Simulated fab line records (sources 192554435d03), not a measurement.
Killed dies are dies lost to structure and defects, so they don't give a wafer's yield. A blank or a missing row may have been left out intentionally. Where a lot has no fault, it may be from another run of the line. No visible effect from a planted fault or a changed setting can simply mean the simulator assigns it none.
A lot that was struck, set against a sound lot ; flow n5-finfet ; 22 steps out of a route of 1938
Sound: the wafers L766.1, L766.2, L766.3. Wafers L771.2, L771.3, L771.4 were the ones struck. The cause is given at the end.
At each step with rows: each side's tool, then ch and its chambers, then its first start. Under that, the readings that differ: sound wafers ; struck wafers ; difference of the means ; sigmas: that difference in standard deviations of wafers without a fault.
alike: readings whose means differ by less than 2 such deviations, and words and numbers that are the same on both sides. not compared: withheld readings, readings that some wafer has no value for, bounds like >300 that may hide the same value, and numbers for which the record gives no deviation and whose values overlap.
Wherever a step has rows on one side only, a row that says differs or no value, or a row with sigmas, the two part there. Numbers that have no deviation but don't overlap get no sigmas and don't part them. A reading that every wafer of one side lacks parts them only if that side has two wafers or more.

N5_STI_FIN_REVEAL_THK_MEAS_05:
  struck on film-metro-02, day 5 07:37; sound on film-metro-02, day 3 20:26
  alike: thk-nm
N5_STI_FIN_REVEAL_DENSIFY_30:
  sound on rtp-anneal-02 ch 0, day 3 20:31; struck on rtp-anneal-02 ch 0, day 5 07:46
  alike: lamp-power-pct
  not compared: wafer_temp_C_max
N5_STI_FIN_REVEAL_ETCHBACK_08: etches SiO2 in C4F6/O2, target depth 30.5 nm, time 10.167 s.
  sound on rie-diel-05 ch 0,1,2, day 3 20:55; struck on rie-diel-05 ch 0,2,3, day 5 08:04
reading;sound;struck;difference;sigmas
rf-hours-counter-h (h);157 202 206;207 220 215;+26;
  alike: drypump-motor-current-A, oes-product-au, rf-vpp-V, showerhead-plenum-p-Torr, throttle-valve-pct
then, 5 steps without rows for these wafers: N5_STI_FIN_REVEAL_STRIP_24 (strips in N2/H2, time 90 s); N5_STI_FIN_REVEAL_PRECLEAN_25 (cleans in SPM, time 90 s); N5_STI_FIN_REVEAL_PRECLEAN_26 (cleans in SC1, time 45 s); N5_STI_FIN_REVEAL_PRECLEAN_29 (cleans in DHF, time 30 s); N5_STI_FIN_REVEAL_SRD_12 (time 30 s).
N5_STI_FIN_REVEAL_RECESS_09: chemistry HF/NH3, target SiO2, afs cycles 11, target depth 42.5 nm, sublimation time 60 s.
  sound on vapor-etch-02 ch 0,1, day 3 21:10; struck on vapor-etch-02 ch 0,1, day 5 08:19
  alike: drypump-motor-current-A, temp-c
then, 2 steps without rows for these wafers: N5_STI_FIN_REVEAL_STRIP_16 (strips SiNx in H3PO4, target depth 23.8 nm); N5_STI_FIN_REVEAL_PRECLEAN_17 (cleans in NF3:NH3, afs cycles 1, time 20 s, sublimation time 60 s).
N5_STI_FIN_REVEAL_ETCH_34: etches Si in H2, material Si, target depth 0.97 nm.
  sound on rie-si-01 ch 0,1,2, day 3 23:18; struck on rie-si-01 ch 0,1,2, day 5 10:27
  alike: drypump-motor-current-A, oes-product-au, temp-c, throttle-valve-pct
  not compared: rf-hours-counter-h
N5_STI_FIN_REVEAL_OXIDATION_31: chemistry O2 PLASMA REMOTE, time 20 s.
  sound on plasma-asher-01 ch 0,1, day 3 23:22; struck on plasma-asher-01 ch 0,1, day 5 10:31
  no value came back on the struck wafers for chamber-pressure-mTorr (mTorr), drypump-motor-current-A (A), heater-power-w (W), temp-c (C); on the sound wafers chamber-pressure-mTorr (mTorr) reads 998.9 999.6 999.8
reading;sound;struck;difference;sigmas
model.Si_of_PMOS_HMC_CHANNEL_EPI_EPI_26.thk-nm (nm);2.8 3 2.8;3.426 3.393 3.414;+0.544;
  not compared: rf-hours-counter-h
then, 3 steps without rows for these wafers: N5_STI_FIN_REVEAL_PRECLEAN_32 (cleans in NF3:NH3, afs cycles 1, time 20 s, sublimation time 60 s); N5_STI_FIN_REVEAL_STRIP_35 (strips Si3N4 in H3PO4, target depth 4 nm, time 39 s); N5_STI_FIN_REVEAL_SRD_21 (time 30 s).
N5_STI_FIN_REVEAL_OXIDATION_33: chemistry O2 PLASMA REMOTE, time 20 s.
  sound on plasma-asher-01 ch 0,1, day 3 23:47; struck on plasma-asher-02 ch 0,1, day 5 10:52
  alike: chamber-pressure-mTorr, drypump-motor-current-A, heater-power-w, temp-c
  not compared: rf-hours-counter-h
N5_STI_FIN_REVEAL_CLEAN_19: cleans in O3/DIW, time 120 s.
  sound on wet-bench-04 ch 0,4,5, day 3 23:52; struck on wet-bench-05 ch 1,2,4, day 5 10:57
reading;sound;struck;difference;sigmas
model.Si_of_PMOS_HMC_CHANNEL_EPI_EPI_26.thk-nm (nm);2.4 2.4 2.4;2.8 2.8 2.8;+0.4;
  alike: temp-c
then, 1 step without rows for these wafers: N5_STI_FIN_REVEAL_SRD_23 (time 30 s).
N5_STI_FIN_REVEAL_CD_MEAS_22: target cd 6.238 nm, pitch 28 nm.
  struck on cd-sem-01, day 5 11:02; sound on cd-sem-01, day 3 23:56
reading;sound;struck;difference;sigmas
cd-nm (nm);6.03 6.24 6.60;7.36 7.59 6.81;+0.96;+4
N5_STI_FIN_REVEAL_FIN_H_MEAS_10:
  struck on ocd-01, day 5 11:04; sound on ocd-02, day 3 23:59
  alike: trench-depth-nm
-- the record jumps here: 10 days lie between the struck wafers' starts before and after (it left off in module STI_FIN_REVEAL and takes up again in module PASSIVATION, whose first step shown is number 1936 of the route) --
N5_PASSIVATION_PROBE_49:
  the record has rows for the struck wafers here (prober-01, day 15 07:32) and none for the sound ones

## WHERE THEY PART
At N5_STI_FIN_REVEAL_OXIDATION_31 first; at N5_PASSIVATION_PROBE_49 last (within this record only).

WHY: what had been put in by the simulator
Whole step skipped at N5_STI_FIN_REVEAL_OXIDATION_31 on plasma-asher-01, starting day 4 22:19. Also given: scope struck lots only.
